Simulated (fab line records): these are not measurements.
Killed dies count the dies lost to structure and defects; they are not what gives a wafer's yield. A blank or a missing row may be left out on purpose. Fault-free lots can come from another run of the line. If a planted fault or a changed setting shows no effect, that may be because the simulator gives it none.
Struck lot and sound lot, side by side || flow n5-finfet || 39 out of 1938 route steps
Sound: the wafers L657.2, L657.3, L657.4. Struck: wafer L659.4 (left out: L659.5, a lot-mate that was not struck); the cause follows at the end.
Order at every step that has rows: each side's tool, ch and its chambers, its first start. Under that, the readings that differ: sound wafers || struck wafers || difference of the means || sigmas: that difference in standard deviations of wafers without a fault.
alike: same words and numbers on both sides, and readings whose means sit less than 2 such deviations apart. not compared: any withheld reading, any reading some wafer has no value for, any bound like >300 that may hide the same value, and any number with overlapping values for which the record gives no deviation.
A row with sigmas, a row that says differs or no value, or rows on one side alone: a step with any of these is where the two part. Numbers that have no deviation but don't overlap get no sigmas and don't part them. A reading that every wafer of one side lacks parts them only if that side has two wafers or more.

first, 9 steps without rows for these wafers: N5_BEOL_M4_ANNEAL_95 (time 240 s); N5_BEOL_M4_SPUTTER_96 (material Cu, target thk 4.5 nm, time 8.29 s); N5_BEOL_M4_ECD_50 (material Cu, target thk 300 nm); N5_BEOL_M4_ANNEAL_51 (time 90 s); N5_BEOL_M4_CMP_52 (polishes, stops on SiOC, t overpolish 6.8 s, target thk 40 nm); N5_BEOL_M4_PRE_CLEAN_60 (time 15 s); N5_BEOL_M4_CO_CAP_55 (material Co, precursor CCTBA/H2, target thk 2 nm, time 102.1 s); N5_BEOL_M4_PRE_CLEAN_56 (time 15 s); N5_BEOL_M4_DEP_57 (deposits SiCN from 3MS/NH3, target thk 8 nm, time 14 s).
N5_BEOL_M4_RC_MEAS_101:
  sound on prober-01 ch 0, day 10 14:50; struck on prober-01 ch 0, day 10 21:14
{"reading": "ION_P (uA/um)", "sound": "464 460 456", "struck": 442, "difference": -18, "sigmas": -2}
  alike: DIBL_N, DIBL_P, IOFF_N, IOFF_P, ION_N, SS_N, SS_P, VT_N, VT_P
then, 24 steps without rows for these wafers: N5_BEOL_M5_ILD_DEP_00 (deposits SiCOH lowk from DEMS/porogen, target thk 140.64 nm, time 25.9 s); N5_BEOL_M5_CURE_79 (cures SiCOH lowk, time 240 s); N5_BEOL_M5_PECVD_70 (deposits SiO2 from TEOS/O2, target thk 16 nm, time 18 s); N5_BEOL_M5_HM_DEP_02 (deposits TiN, target thk 20 nm); N5_BEOL_M5_COAT_59 (time 60 s, resist thk 60 nm); N5_BEOL_M5_COAT_60 (time 60 s, resist thk 12 nm); N5_BEOL_M5_COAT_71 (time 60 s, resist thk 5 nm); N5_BEOL_M5_COAT_05 (resist thk 30 nm); N5_BEOL_M5_EBR_07; N5_BEOL_M5_SOFTBAKE_06 (time 60 s); N5_BEOL_M5_EXPOSE_08 (exposes mask M5, target cd 28 nm); N5_BEOL_M5_PEB_09 (peb time 60 s); N5_BEOL_M5_DEVELOP_10 (develop time 30 s); N5_BEOL_M5_DESCUM_16 (chemistry O2, time 7 s); N5_BEOL_M5_ETCH_72 (etches underlayer in N2/H2, target depth 6.5 nm, time 5.2 s); N5_BEOL_M5_ETCH_61 (etches SiARC in CF4, target depth 15.6 nm, time 26 s); N5_BEOL_M5_ETCH_62 (etches SOC in N2/H2, target depth 75 nm, overetch 15 nm, time 112.5 s); N5_BEOL_M5_STRIP_63 (strips in N2/H2); N5_BEOL_M5_STRIP_73 (strips in N2/H2); N5_BEOL_M5_STRIP_64 (strips in CF4); N5_BEOL_M5_HM_OPEN_17 (chemistry Cl2/BCl3, target TiN, target depth 20 nm, overetch 6 nm); N5_BEOL_M5_STRIP_19 (strips in O2); N5_BEOL_M5_COAT_65 (time 60 s, resist thk 60 nm); N5_BEOL_M5_COAT_66 (time 60 s, resist thk 12 nm).
N5_BEOL_M7_EXPOSE_25: exposes mask V6, target cd 40 nm.
  sound on euv-scanner-01 ch 0, day 11 15:47; struck on euv-scanner-02 ch 0, day 12 01:52
{"reading": "exposure-dose-mJ-cm2", "sound": "42.4 42.3 42.3", "struck": 43.1, "difference": "+0.8", "sigmas": "+2"}
  alike: mask, stage-msd-nm
N5_BEOL_M7_CD_MEAS_28 targets a cd of 40 nm.
  sound on cd-sem-01 ch 0, day 11 15:54; struck on cd-sem-01 ch 0, day 12 01:59
{"reading": "cd-nm (nm)", "sound": "39.93 39.87 40.18", "struck": 33.84, "difference": -6.15, "sigmas": -27}
N5_BEOL_M7_DESCUM_33: chemistry O2, time 7 s.
  sound on rie-diel-01 ch 0,1,3, day 11 16:05; struck on rie-diel-02 ch 2, day 12 02:49
{"reading": "model.BEOL_M7.cd-nm (nm)", "sound": "40 39.8 40", "struck": 33.8, "difference": -6.1, "sigmas": ""}
  alike: bias-power-w, drypump-motor-current-A, oes-product-au, rf-vpp-V, showerhead-plenum-p-Torr, throttle-valve-pct
  not compared: rf-hours-counter-h
N5_BEOL_M7_VIA_ETCH_34: etches SiCOH lowk in C4F6/O2, target depth 125.5 nm, time 50.5 s.
  sound on rie-diel-01 ch 0,1,3, day 11 16:16; struck on rie-diel-02 ch 2, day 12 03:00
{"reading": "model.BEOL_M7.cd-nm (nm)", "sound": "40 40.2 40", "struck": 33.8, "difference": -6.3, "sigmas": ""}
  alike: C4F6_flow_sccm, O2_flow_sccm, drypump-motor-current-A, oes-product-au, rf-vpp-V, showerhead-plenum-p-Torr, throttle-valve-pct
  not compared: rf-hours-counter-h
-- record jumps: 5 days separate the struck wafers' starts on either side; left off in module BEOL_M7, taken up again in module PASSIVATION, whose first shown step is the route's number 1936 --
N5_PASSIVATION_PROBE_49:
  sound on prober-02 at day 15 02:50; struck on prober-01 at day 16 15:50
{"reading": "defect-limited-yield (%)", "sound": "91.9 91.9 92.6", "struck": 0, "difference": -92, "sigmas": -66}
{"reading": "killed_at_M4_up", "sound": "19 15 12", "struck": 1094, "difference": "+1079", "sigmas": "+99 or more"}
{"reading": "killed-at-other", "sound": "0 0 2", "struck": 9, "difference": "+8", "sigmas": "+3"}
{"reading": "killed-dies", "sound": "96 95 87", "struck": 1180, "difference": "+1087", "sigmas": "+68"}
{"reading": "killed-on-rim", "sound": "10 14 9", "struck": 152, "difference": "+141", "sigmas": "+34"}
{"reading": "sort_bin_5_function (%)", "sound": "4.7 4.9 4.7", "struck": 11.4, "difference": "+6.6", "sigmas": "+7"}
{"reading": "sort-n-pass", "sound": "1084 1085 1093", "struck": 0, "difference": -1087, "sigmas": -64}
{"reading": "sort-yield-pct (%)", "sound": "91.9 91.9 92.6", "struck": 0, "difference": -92, "sigmas": -61}
  alike: killed_at_M0_to_M3, killed-at-contacts, killed-at-front-end, killed-open, killed-short, sort_bin_6_memory, sort_bin_8_speed

== WHERE THEY PART ==
At N5_BEOL_M4_RC_MEAS_101 first; at N5_PASSIVATION_PROBE_49 last (within this record only).

WHY: what had been put in by the simulator
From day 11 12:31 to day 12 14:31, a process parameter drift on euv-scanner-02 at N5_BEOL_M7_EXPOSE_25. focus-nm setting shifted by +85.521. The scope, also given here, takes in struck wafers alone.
